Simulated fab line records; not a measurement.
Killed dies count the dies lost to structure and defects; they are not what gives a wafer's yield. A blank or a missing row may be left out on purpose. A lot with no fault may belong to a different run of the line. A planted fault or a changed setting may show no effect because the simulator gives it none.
fab line records | flow nand_harc | part 2 of 2: steps 4 to 6 of 6
[record] lots = 23 | wafers = 69 | last_day = 34
route steps=1302 shown A_STAIRCASE@710
lots that met no fault: taken from a fault-free run of the same line
start_h: the number of hours between the record's first day and the start of the first shown wafer of the lot | wait_h: how many hours have passed since the lot's step before this one | " as in the row above | L1.1+2: a row that stands for several wafers | - no value present, or no start provided | * or withheld: withheld | < > ~ a bound
route shown NAME@n: names a module that has steps shown in the file, with the first one's number in the route | usual: mean and standard deviation over wafers with no fault | same: alike in all rows | chamber/n: place in a boat | sites: each site's reading | _std_site: standard deviation of those values | _edge_site: inner sites' mean taken away from outer sites' mean | radius_mm: how far each site lies from the wafer's centre | mask NAME#n: copy n | behind: tool/chamber where the wafer was last shaped | hold: why the lot went on hold/how many hours it stayed there/how the hold came to an end | device: transistor that didn't switch, given as n, p or np | end of line: at the end of the route, the tests of the same wafers | a step with no rows: only its recipe | killed: count of dies lost to structure and defects at first sort (not the wafer's yield) | map: shows each die of a wafer: x if killed, . if not, _ if none is there
set.NAME: the run value of the setting; set.NAME@STEP: its run value at that earlier step | model.NAME: the simulator's own value behind a step, which no gauge read
the route's steps for a sample of lots (tables are steps, rows are wafers)
services: a tool's chamber out of use, with start hour (start_h, from the record's first day; less than 0 if before it), hours out, and reason
[[steps]]
[step NHARC_A_STAIRCASE_TRIM_231]
[recipe] time_s = 211.2 | o2_flow_sccm = 500 | ar_flow_sccm = 0 | bias_w = 0 | chemistry = O2
[usual] drypump_motor_current_A = 5.7/0.48 | mfc_ar_sccm = 0.002/0.0046 | oes_product_au = 0.999/0.0091 | rf_vpp_V = 57.7/0.89 | showerhead_plenum_p_Torr = 3.53/0.17 | throttle_valve_pct = 17.035/0.0088
lot.wafer | tool        | chamber | start_h | wait_h | drypump_motor_current_A | mfc_ar_sccm | oes_product_au | rf_hours_counter_h | rf_vpp_V | showerhead_plenum_p_Torr | throttle_valve_pct
L074.4    | rie_diel-11 | 2       | -       | -      | 5.8                     | 0           | 0.989          | 31                 | 57.5     | 3.73                     | 17.048
L074.2    | "           | 3       | "       | "      | 5.2                     | 0           | 1.006          | 38                 | 56.5     | 3.76                     | 17.041
L074.5    | "           | 1       | "       | "      | 5.7                     | 0           | 0.993          | -                  | 59.2     | 3.41                     | 17.026
L075.3    | rie_diel-04 | 3       | -       | -      | 5.2                     | 0           | 1.001          | 3                  | 57.1     | 3.34                     | 17.038
L075.2    | "           | 1       | "       | "      | 5.0                     | 0           | 1.004          | 2                  | 58.4     | 3.65                     | 17.036
L075.5    | "           | 2       | "       | "      | 5.3                     | 0.002       | 1.007          | -                  | 57.1     | 3.29                     | 17.032
L076.2    | rie_diel-04 | 3       | -       | -      | 5.2                     | 0           | 0.987          | 7                  | 57.0     | 3.34                     | 17.025
L076.4    | "           | 0       | "       | "      | 6.2                     | 0           | 0.975          | 7                  | 58.0     | 3.57                     | 17.029
L076.1    | "           | 2       | "       | "      | 5.3                     | 0.002       | 0.999          | 8                  | 56.6     | 3.29                     | 17.024
L077.2    | rie_diel-04 | 0       | -       | -      | 6.3                     | 0           | 0.984          | 8                  | 57.7     | 3.57                     | 17.049
L077.4    | "           | 2       | "       | "      | 5.3                     | 0.002       | 0.995          | 8                  | 57.2     | 3.29                     | 17.042
L077.6    | "           | 3       | "       | "      | 5.2                     | 0           | 0.989          | -                  | 58.0     | 3.34                     | 17.013
L078.3    | rie_diel-13 | 0       | -       | -      | 6.1                     | 0           | 1.004          | 14                 | 58.2     | 3.52                     | 17.040
L078.2    | "           | 1       | "       | "      | 5.1                     | 0           | 0.989          | 15                 | 58.7     | 3.77                     | 17.023
L078.6    | "           | 0       | "       | "      | 6.1                     | 0           | 1.006          | -                  | 58.1     | 3.52                     | 17.027
L080.4    | rie_diel-04 | 1       | -       | -      | 5.0                     | 0           | 1.001          | 19                 | 57.7     | 3.64                     | 17.028
L080.3    | "           | 3       | "       | "      | 5.2                     | 0           | 0.990          | 20                 | 56.3     | 3.33                     | 17.033
L080.6    | "           | 0       | "       | "      | 6.3                     | 0           | 0.991          | -                  | 56.7     | 3.56                     | 17.034
L079.2    | rie_diel-13 | 2       | -       | -      | 5.6                     | 0           | 0.996          | 23                 | 58.2     | 3.63                     | 17.032
L079.4    | "           | 2       | "       | "      | 5.6                     | 0           | 0.998          | -                  | 57.7     | 3.63                     | 17.044
L079.6    | "           | 0       | "       | "      | 6.2                     | 0           | 1.016          | -                  | 57.9     | 3.51                     | 17.046
L081.1    | rie_diel-13 | 3       | -       | -      | 6.4                     | 0.006       | 1.004          | 27                 | 57.6     | 3.29                     | 17.025
L081.6    | "           | 3       | "       | "      | 6.4                     | 0.006       | 1.005          | -                  | 55.9     | 3.29                     | 17.026
L081.5    | "           | 0       | "       | "      | 6.1                     | 0           | 1.001          | -                  | 57.8     | 3.51                     | 17.033
L082.2    | rie_diel-13 | 2       | -       | -      | 5.6                     | 0           | 0.996          | 32                 | 58.1     | 3.63                     | 17.038
L082.6    | "           | 2       | "       | "      | 5.6                     | 0           | 1.007          | -                  | 56.9     | 3.63                     | 17.036
L082.5    | "           | 3       | "       | "      | 6.4                     | 0.006       | 1.008          | -                  | 59.0     | 3.29                     | 17.028
L083.4    | rie_diel-13 | 0       | -       | -      | 6.1                     | 0           | 1.015          | 38                 | 57.9     | 3.51                     | 17.047
L083.1    | "           | 2       | "       | "      | 5.7                     | 0           | 1.000          | 38                 | 57.7     | 3.62                     | 17.023
L083.6    | "           | 0       | "       | "      | 6.2                     | 0           | 1.016          | -                  | 58.1     | 3.51                     | 17.031
L084.4    | rie_diel-04 | 0       | -       | -      | 6.3                     | 0           | 0.986          | 39                 | 58.1     | 3.55                     | 17.022
L084.6    | "           | 0       | "       | "      | 6.3                     | 0           | 1.000          | -                  | 57.7     | 3.55                     | 17.032
L084.5    | "           | 1       | "       | "      | 5.0                     | 0           | 1.018          | -                  | 56.8     | 3.63                     | 17.042
L085.3    | rie_diel-13 | 0       | -       | -      | 6.1                     | 0           | 1.010          | 45                 | 57.3     | 3.50                     | 17.038
L085.2    | "           | 2       | "       | "      | 5.6                     | 0           | 0.998          | 44                 | 58.2     | 3.62                     | 17.042
L085.5    | "           | 0       | "       | "      | 6.1                     | 0           | 1.007          | -                  | 57.0     | 3.50                     | 17.027
L087.3    | rie_diel-11 | 1       | -       | -      | 5.7                     | 0           | 1.007          | 13                 | 57.6     | 3.40                     | 17.026
L087.6    | "           | 0       | "       | "      | 5.7                     | 0.016       | 1.006          | -                  | 58.0     | 3.80                     | 17.037
L087.5    | "           | 1       | "       | "      | 5.7                     | 0           | 1.004          | -                  | 56.1     | 3.40                     | 17.037
L086.2    | rie_diel-13 | 2       | -       | -      | 5.6                     | 0           | 0.988          | 49                 | 57.0     | 3.62                     | 17.019
L086.3    | "           | 3       | "       | "      | 6.4                     | 0.006       | 1.003          | 46                 | 58.1     | 3.28                     | 17.038
L086.6    | "           | 2       | "       | "      | 5.6                     | 0           | 0.999          | -                  | 57.8     | 3.62                     | 17.032
L088.3    | rie_diel-13 | 2       | -       | -      | 5.6                     | 0           | 1.004          | 56                 | 58.1     | 3.61                     | 17.035
L088.4    | "           | 3       | "       | "      | 6.4                     | 0.006       | 1.010          | 52                 | 56.2     | 3.28                     | 17.043
L088.6    | "           | 2       | "       | "      | 5.6                     | 0           | 0.991          | -                  | 56.6     | 3.61                     | 17.040
L089.2    | rie_diel-04 | 3       | -       | -      | 5.2                     | 0           | 0.996          | 49                 | 57.2     | 3.32                     | 17.051
L089.3    | "           | 0       | "       | "      | 6.3                     | 0           | 0.994          | 50                 | 56.6     | 3.55                     | 17.035
L089.6    | "           | 3       | "       | "      | 5.2                     | 0           | 1.004          | -                  | 58.5     | 3.32                     | 17.043
L090.2    | rie_diel-11 | 0       | -       | -      | 5.7                     | 0.016       | 1.003          | 20                 | 56.9     | 3.80                     | 17.040
L090.1    | "           | 3       | "       | "      | 5.2                     | 0           | 0.996          | 29                 | 57.4     | 3.73                     | 17.023
L090.6    | "           | 0       | "       | "      | 5.7                     | 0.016       | 1.001          | -                  | 59.0     | 3.80                     | 17.045
L092.1    | rie_diel-11 | 0       | -       | -      | 5.7                     | 0.016       | 0.988          | 31                 | 57.7     | 3.79                     | 17.031
L092.2    | "           | 3       | "       | "      | 5.2                     | 0           | 0.998          | 44                 | 59.4     | 3.72                     | 17.027
L092.6    | "           | 1       | "       | "      | 5.7                     | 0           | 0.999          | -                  | 56.6     | 3.38                     | 17.040
L091.3    | rie_diel-04 | 0       | -       | -      | 6.3                     | 0           | 0.988          | 2                  | 58.0     | 3.54                     | 17.036
L091.2    | "           | 3       | "       | "      | 5.2                     | 0           | 0.989          | 2                  | 59.9     | 3.31                     | 17.047
L091.6    | "           | 1       | "       | "      | 5.0                     | 0           | 1.003          | -                  | 58.0     | 3.62                     | 17.035
L093.4    | rie_diel-13 | 3       | -       | -      | 6.4                     | 0.006       | 1.007          | 9                  | 59.1     | 3.80                     | 17.037
L093.2    | "           | 0       | "       | "      | 6.1                     | 0           | 1.002          | 9                  | 58.1     | 3.49                     | 17.037
L093.3    | "           | 2       | "       | "      | 5.6                     | 0           | 1.018          | 9                  | 58.3     | 3.60                     | 17.031
L094.1    | rie_diel-04 | 1       | -       | -      | 5.0                     | 0           | 0.999          | 14                 | 58.4     | 3.61                     | 17.034
L094.2    | "           | 3       | "       | "      | 5.2                     | 0           | 0.988          | 11                 | 57.2     | 3.31                     | 17.039
L094.5    | "           | 1       | "       | "      | 5.0                     | 0           | 1.001          | -                  | 57.4     | 3.61                     | 17.010
L096.1    | rie_diel-11 | 3       | -       | -      | 5.2                     | 0           | 0.981          | 59                 | 57.9     | 3.71                     | 17.030
L096.3    | "           | 0       | "       | "      | 5.7                     | 0.016       | 0.999          | 43                 | 57.9     | 3.78                     | 17.037
L096.4    | "           | 1       | "       | "      | 5.7                     | 0           | 0.996          | 51                 | 58.1     | 3.38                     | 17.036
L097.2    | rie_diel-11 | 2       | -       | -      | 5.8                     | 0           | 1.002          | 60                 | 58.2     | 3.69                     | 17.018
L097.5    | "           | 3       | "       | "      | 5.2                     | 0           | 0.989          | -                  | 58.7     | 3.71                     | 17.037
L097.6    | "           | 0       | "       | "      | 5.7                     | 0.016       | 0.997          | -                  | 58.0     | 3.78                     | 17.057
[step NHARC_A_STAIRCASE_ETCH_234]
[recipe] target_depth_a = 1000 | time_s = 40.5 | ion_energy_ev = 400 | c4f8_flow_sccm = 20 | o2_flow_sccm = 10 | ar_flow_sccm = withheld | rf_w = 600 | bias_w = 1000 | chemistry = C4F8/O2
[usual] oes_product_au = 0.941/0.011 | rf_vpp_V = 896/6.6
lot.wafer | tool        | chamber | start_h | wait_h | oes_product_au | rf_hours_counter_h | rf_vpp_V
L074.2    | rie_diel-11 | 0       | -       | -      | 0.946          | 41                 | 888
L074.4    | "           | 3       | "       | "      | 0.934          | 39                 | 904
L074.5    | "           | 1       | "       | "      | 0.923          | -                  | 892
L075.3    | rie_diel-04 | 0       | -       | -      | 0.918          | 3                  | 898
L075.2    | "           | 1       | "       | "      | 0.942          | 3                  | 901
L075.5    | "           | 2       | "       | "      | 0.933          | -                  | 886
L076.2    | rie_diel-04 | 3       | -       | -      | 0.926          | 7                  | 889
L076.4    | "           | 0       | "       | "      | 0.924          | 7                  | 899
L076.1    | "           | 1       | "       | "      | 0.952          | 8                  | 901
L077.2    | rie_diel-04 | 2       | -       | -      | 0.950          | 8                  | 886
L077.4    | "           | 3       | "       | "      | 0.954          | 8                  | 890
L077.6    | "           | 3       | "       | "      | 0.945          | -                  | 888
L078.3    | rie_diel-13 | 1       | -       | -      | 0.927          | 15                 | 904
L078.2    | "           | 0       | "       | "      | 0.943          | 14                 | 894
L078.6    | "           | 1       | "       | "      | 0.937          | -                  | 904
L080.3    | rie_diel-04 | 0       | -       | -      | 0.925          | 22                 | 896
L080.4    | "           | 1       | "       | "      | 0.935          | 20                 | 900
L080.6    | "           | 0       | "       | "      | 0.913          | -                  | 897
L079.2    | rie_diel-13 | 0       | -       | -      | 0.949          | 25                 | 895
L079.6    | "           | 2       | "       | "      | 0.950          | -                  | 901
L079.4    | "           | 3       | "       | "      | 0.946          | -                  | 888
L081.1    | rie_diel-13 | 2       | -       | -      | 0.932          | 29                 | 900
L081.5    | "           | 3       | "       | "      | 0.949          | -                  | 887
L081.6    | "           | 2       | "       | "      | 0.934          | -                  | 899
L082.2    | rie_diel-13 | 2       | -       | -      | 0.939          | 32                 | 899
L082.5    | "           | 3       | "       | "      | 0.948          | -                  | 887
L082.6    | "           | 2       | "       | "      | 0.944          | -                  | 900
L083.1    | rie_diel-13 | 3       | -       | -      | 0.945          | 36                 | 886
L083.4    | "           | 0       | "       | "      | 0.940          | 38                 | 896
L083.6    | "           | 0       | "       | "      | 0.941          | -                  | 896
L084.6    | rie_diel-04 | 2       | -       | -      | 0.928          | -                  | 888
L084.5    | "           | 3       | "       | "      | 0.942          | -                  | 888
L084.4    | "           | 1       | "       | "      | 0.944          | -                  | 898
L085.2    | rie_diel-13 | 3       | -       | -      | 0.942          | 42                 | 887
L085.3    | "           | 1       | "       | "      | 0.941          | 33                 | 904
L085.5    | "           | 3       | "       | "      | 0.944          | -                  | 886
L087.3    | rie_diel-11 | 3       | -       | -      | 0.940          | 12                 | 903
L087.6    | "           | 2       | "       | "      | 0.941          | -                  | 904
L087.5    | "           | 3       | "       | "      | 0.927          | -                  | 904
L086.2    | rie_diel-13 | 3       | -       | -      | 0.960          | 46                 | 886
L086.3    | "           | 0       | "       | "      | 0.955          | 49                 | 896
L086.6    | "           | 0       | "       | "      | 0.956          | -                  | 895
L088.4    | rie_diel-13 | 2       | -       | -      | 0.937          | 56                 | 898
L088.3    | "           | 3       | "       | "      | 0.945          | 52                 | 887
L088.6    | "           | 3       | "       | "      | 0.944          | -                  | 887
L089.2    | rie_diel-04 | 1       | -       | -      | 0.954          | 50                 | 900
L089.3    | "           | 3       | "       | "      | 0.930          | 49                 | 888
L089.6    | "           | 1       | "       | "      | 0.952          | -                  | 900
L090.2    | rie_diel-11 | 0       | -       | -      | 0.936          | 20                 | 904
L090.1    | "           | 2       | "       | "      | 0.960          | 27                 | 905
L090.6    | "           | 0       | "       | "      | 0.934          | -                  | 904
L092.1    | rie_diel-11 | 3       | -       | -      | 0.939          | 44                 | 903
L092.2    | "           | 2       | "       | "      | 0.949          | 43                 | 902
L092.6    | "           | 3       | "       | "      | 0.939          | -                  | 903
L091.2    | rie_diel-04 | 0       | -       | -      | 0.941          | 2                  | 897
L091.3    | "           | 1       | "       | "      | 0.947          | 2                  | 899
L091.6    | "           | 1       | "       | "      | 0.954          | -                  | 900
L093.3    | rie_diel-13 | 3       | -       | -      | 0.944          | 9                  | 905
L093.4    | "           | 0       | "       | "      | 0.940          | 10                 | 893
L093.2    | "           | 1       | "       | "      | 0.943          | 5                  | 904
L094.1    | rie_diel-04 | 3       | -       | -      | 0.934          | 11                 | 886
L094.2    | "           | 0       | "       | "      | 0.938          | 17                 | 897
L094.5    | "           | 3       | "       | "      | 0.942          | -                  | 890
L096.4    | rie_diel-11 | 3       | -       | -      | 0.933          | 59                 | 904
L096.1    | "           | 1       | "       | "      | 0.929          | 51                 | 888
L096.3    | "           | 2       | "       | "      | 0.942          | 57                 | 902
L097.2    | rie_diel-11 | 1       | -       | -      | 0.942          | 53                 | 890
L097.5    | "           | 0       | "       | "      | 0.942          | -                  | 905
L097.6    | "           | 1       | "       | "      | 0.927          | -                  | 892
[step NHARC_A_STAIRCASE_ETCH_236]
[recipe] target_depth_a = 1000 | time_s = 40.5 | ion_energy_ev = 400 | c4f8_flow_sccm = 20 | o2_flow_sccm = 10 | ar_flow_sccm = withheld | rf_w = 600 | bias_w = 1000 | chemistry = C4F8/O2
[usual] oes_product_au = 0.941/0.011 | rf_vpp_V = 896/6.6
lot.wafer | tool        | chamber | start_h | wait_h | oes_product_au | rf_hours_counter_h | rf_vpp_V
L074.2    | rie_diel-11 | 2       | -       | -      | 0.933          | 32                 | 904
L074.4    | "           | 3       | "       | "      | 0.943          | 39                 | 904
L074.5    | "           | 2       | "       | "      | 0.945          | -                  | 902
L075.3    | rie_diel-04 | 0       | -       | -      | 0.923          | 3                  | 898
L075.2    | "           | 1       | "       | "      | 0.946          | 3                  | 901
L075.5    | "           | 0       | "       | "      | 0.921          | -                  | 897
L076.2    | rie_diel-04 | 3       | -       | -      | 0.939          | 7                  | 888
L076.4    | "           | 0       | "       | "      | 0.947          | 8                  | 899
L076.1    | "           | 1       | "       | "      | 0.966          | 8                  | 900
L077.2    | rie_diel-04 | 2       | -       | -      | 0.941          | 8                  | 888
L077.4    | "           | 0       | "       | "      | 0.942          | 8                  | 897
L077.6    | "           | 2       | "       | "      | 0.942          | -                  | 887
L078.2    | rie_diel-13 | 1       | -       | -      | 0.932          | 15                 | 905
L078.3    | "           | 3       | "       | "      | 0.939          | 14                 | 888
L078.6    | "           | 1       | "       | "      | 0.937          | -                  | 905
L080.4    | rie_diel-04 | 1       | -       | -      | 0.948          | 20                 | 900
L080.3    | "           | 0       | "       | "      | 0.920          | 23                 | 897
L080.6    | "           | 1       | "       | "      | 0.938          | -                  | 899
L079.2    | rie_diel-13 | 3       | -       | -      | 0.941          | 23                 | 886
L079.6    | "           | 0       | "       | "      | 0.955          | -                  | 894
L079.4    | "           | 3       | "       | "      | 0.956          | -                  | 887
L081.1    | rie_diel-13 | 0       | -       | -      | 0.939          | 31                 | 895
L081.5    | "           | 2       | "       | "      | 0.945          | -                  | 900
L081.6    | "           | 3       | "       | "      | 0.939          | -                  | 887
L082.2    | rie_diel-13 | 2       | -       | -      | 0.929          | 32                 | 898
L082.5    | "           | 0       | "       | "      | 0.942          | -                  | 895
L082.6    | "           | 2       | "       | "      | 0.938          | -                  | 900
L083.4    | rie_diel-13 | 3       | -       | -      | 0.933          | 36                 | 887
L083.1    | "           | 1       | "       | "      | 0.931          | 26                 | 904
L083.6    | "           | 3       | "       | "      | 0.933          | -                  | 887
L084.4    | rie_diel-04 | 2       | -       | -      | 0.935          | -                  | 887
L084.5    | "           | 3       | "       | "      | 0.943          | -                  | 888
L084.6    | "           | 1       | "       | "      | 0.943          | -                  | 898
L085.2    | rie_diel-13 | 1       | -       | -      | 0.938          | 33                 | 904
L085.3    | "           | 3       | "       | "      | 0.963          | 42                 | 886
L085.5    | "           | 0       | "       | "      | 0.972          | -                  | 894
L087.3    | rie_diel-11 | 1       | -       | -      | 0.956          | 13                 | 889
L087.6    | "           | 3       | "       | "      | 0.939          | -                  | 904
L087.5    | "           | 0       | "       | "      | 0.950          | -                  | 906
L086.2    | rie_diel-13 | 1       | -       | -      | 0.934          | 37                 | 903
L086.3    | "           | 2       | "       | "      | 0.939          | 49                 | 899
L086.6    | "           | 0       | "       | "      | 0.943          | -                  | 896
L088.3    | rie_diel-13 | 3       | -       | -      | 0.969          | 52                 | 886
L088.4    | "           | 1       | "       | "      | 0.923          | 43                 | 903
L088.6    | "           | 2       | "       | "      | 0.935          | -                  | 898
L089.3    | rie_diel-04 | 0       | -       | -      | 0.928          | 50                 | 895
L089.2    | "           | 2       | "       | "      | 0.943          | 42                 | 887
L089.6    | "           | 0       | "       | "      | 0.932          | -                  | 898
L090.1    | rie_diel-11 | 1       | -       | -      | 0.951          | 28                 | 890
L090.2    | "           | 3       | "       | "      | 0.928          | 29                 | 902
L090.6    | "           | 0       | "       | "      | 0.932          | -                  | 905
L092.2    | rie_diel-11 | 3       | -       | -      | 0.924          | 44                 | 902
L092.1    | "           | 0       | "       | "      | 0.925          | 32                 | 905
L092.6    | "           | 3       | "       | "      | 0.930          | -                  | 903
L091.2    | rie_diel-04 | 3       | -       | -      | 0.935          | 2                  | 888
L091.3    | "           | 1       | "       | "      | 0.939          | 2                  | 899
L091.6    | "           | 1       | "       | "      | 0.934          | -                  | 899
L093.2    | rie_diel-13 | 3       | -       | -      | 0.957          | 9                  | 906
L093.3    | "           | 0       | "       | "      | 0.950          | 10                 | 895
L093.4    | "           | 1       | "       | "      | 0.937          | 5                  | 905
L094.1    | rie_diel-04 | 1       | -       | -      | 0.942          | 14                 | 898
L094.2    | "           | 0       | "       | "      | 0.935          | 17                 | 895
L094.5    | "           | 3       | "       | "      | 0.938          | -                  | 887
L096.3    | rie_diel-11 | 0       | -       | -      | 0.927          | 44                 | 904
L096.1    | "           | 1       | "       | "      | 0.929          | 51                 | 889
L096.4    | "           | 3       | "       | "      | 0.930          | 59                 | 903
L097.2    | rie_diel-11 | 3       | -       | -      | 0.934          | 62                 | 902
L097.5    | "           | 1       | "       | "      | 0.931          | -                  | 890
L097.6    | "           | 2       | "       | "      | 0.940          | -                  | 901
[[services]]
tool        | chamber | start_h | hours | kind
rie_diel-13 | -       | 343.90  | 9.0   | pm
rie_diel-13 | 0       | 343.90  | 9.0   | vent_cycle
rie_diel-13 | 1       | 343.90  | 9.0   | vent_cycle
rie_diel-13 | 2       | 343.90  | 9.0   | vent_cycle
rie_diel-04 | 1       | 349.22  | 6.3   | repair
rie_diel-11 | 3       | 350.03  | 1.3   | repair
rie_diel-04 | -       | 354.97  | 9.0   | pm
rie_diel-13 | -       | 355.01  | 1.5   | repair
rie_diel-04 | -       | 369.12  | 1.9   | repair
rie_diel-11 | 2       | 379.99  | 2.8   | repair
rie_diel-13 | 1       | 414.03  | 36.9  | repair
rie_diel-11 | -       | 434.00  | 9.0   | pm
rie_diel-04 | 2       | 445.31  | 14.7  | repair
rie_diel-04 | -       | 498.30  | 12.0  | repair
rie_diel-13 | -       | 522.82  | 9.0   | pm
rie_diel-04 | -       | 534.05  | 9.0   | pm
rie_diel-13 | 1       | 538.03  | 7.8   | repair
rie_diel-11 | 1       | 555.45  | 7.7   | repair
rie_diel-11 | 0       | 560.67  | 3.8   | repair
rie_diel-13 | 0       | 570.96  | 3.7   | repair
rie_diel-13 | 1       | 575.54  | 1.8   | repair
rie_diel-04 | 2       | 576.56  | 16.1  | repair
rie_diel-04 | 3       | 579.03  | 10.9  | repair
rie_diel-13 | 0       | 597.85  | 3.2   | repair
